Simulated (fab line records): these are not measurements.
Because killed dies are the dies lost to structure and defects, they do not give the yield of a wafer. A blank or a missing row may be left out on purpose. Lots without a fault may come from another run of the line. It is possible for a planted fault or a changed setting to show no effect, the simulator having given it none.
Comparing a struck lot with a sound one | flow nandHarc | 14 steps out of a route of 1159
Sound: these wafers, L661.3, L661.5, L661.6. Wafers L672.2, L672.3, L672.4 were the ones struck. At the end, the cause is stated.
For every step that has rows: the tool of each side, followed by ch and its chambers, followed by its first start. Under that, the readings that differ: sound wafers | struck wafers | difference of the means | sigmas: that difference in standard deviations of wafers without a fault.
alike: readings with means less than 2 such deviations apart, plus words and numbers identical on both sides. not compared: withheld readings, readings lacking a value on some wafer, bounds such as >300 that could conceal the same value, and numbers that have no deviation in the record and whose values overlap.
A row with sigmas, a row that says differs or no value, or rows on one side alone: a step with any of these is where the two part. Numbers that don't overlap but have no deviation are shown without sigmas and don't part them. A reading missing from all wafers of one side parts the sides only when that side holds two or more wafers.

first, 7 steps without rows for these wafers: NHARC_A_BONDPAD_COAT_33 (time 65 s); NHARC_A_BONDPAD_COAT_03 (resist thk 600 nm); NHARC_A_BONDPAD_SOFTBAKE_04 (time 70 s); NHARC_A_BONDPAD_EBR_05; NHARC_A_BONDPAD_EXPOSE_06 (exposes mask A BPAD); NHARC_A_BONDPAD_PEB_07 (peb time 80 s); NHARC_A_BONDPAD_DEVELOP_08 (time 50 s).
NHARC_A_BONDPAD_CD_MEAS_09: target cd 500 nm.
  sound on cdSem-01 ch 0, day 19 12:44; struck on cdSem-02 ch 0, day 21 22:45
  alike: cdNm
NHARC_A_BONDPAD_OVL_MEAS_35:
  struck on overlay-01, day 21 22:50; sound on overlay-02, day 19 12:49
  alike: overlayXNm, overlayYNm
then, 1 step without rows for these wafers: NHARC_A_BONDPAD_HARDBAKE_10 (time 65 s).
NHARC_A_BONDPAD_DESCUM_11: chemistry O2, time 3 s.
  sound on rieDiel-01 ch 2,3, day 19 12:57; struck on rieDiel-11 ch 0,2, day 21 22:58
reading             | sound             | struck            | difference | sigmas
oesProductAu (a.u.) | 0.984 0.998 0.993 | 1.012 1.019 1.007 | +0.021     | +2
  alike: drypumpMotorCurrentA, rfVppV, showerheadPlenumPTorr, throttleValvePct
  not compared: rfHoursCounterH
NHARC_A_BONDPAD_ETCH_34: etches the open film in N2/H2, target depth 60 nm, overetch 18 nm, time 65.91 s.
  sound on rieDiel-01 ch 0,1,2, day 19 13:02; struck on rieDiel-11 ch 0,2,3, day 21 23:04
  alike: drypumpMotorCurrentA, oesProductAu, rfVppV, runLengthS, showerheadPlenumPTorr, throttleValvePct
  not compared: rfHoursCounterH
NHARC_A_BONDPAD_ETCH_12: etches the open film in CHF3/O2, target depth 220 nm, time 110 s.
  sound on rieDiel-01 ch 0,1,2, day 19 13:08; struck on rieDiel-11 ch 0,3, day 21 23:10
reading        | sound             | struck            | difference | sigmas
runLengthS (s) | 131.5 130.9 132.0 | 121.9 121.1 121.1 | -10.1      | -23
  alike: drypumpMotorCurrentA, oesProductAu, rfVppV, showerheadPlenumPTorr, throttleValvePct
  not compared: rfHoursCounterH
NHARC_A_BONDPAD_CD_MEAS_13:
  struck on cdSem-02, day 21 23:19; sound on cdSem-03, day 19 13:16
  alike: cdNm

== WHERE THEY PART ==
Last at NHARC_A_BONDPAD_ETCH_12 as far as this record goes, first at NHARC_A_BONDPAD_DESCUM_11. Later steps at which nothing parts them and some readings are alike: NHARC_A_BONDPAD_CD_MEAS_13.

WHY: whatever the simulator had introduced
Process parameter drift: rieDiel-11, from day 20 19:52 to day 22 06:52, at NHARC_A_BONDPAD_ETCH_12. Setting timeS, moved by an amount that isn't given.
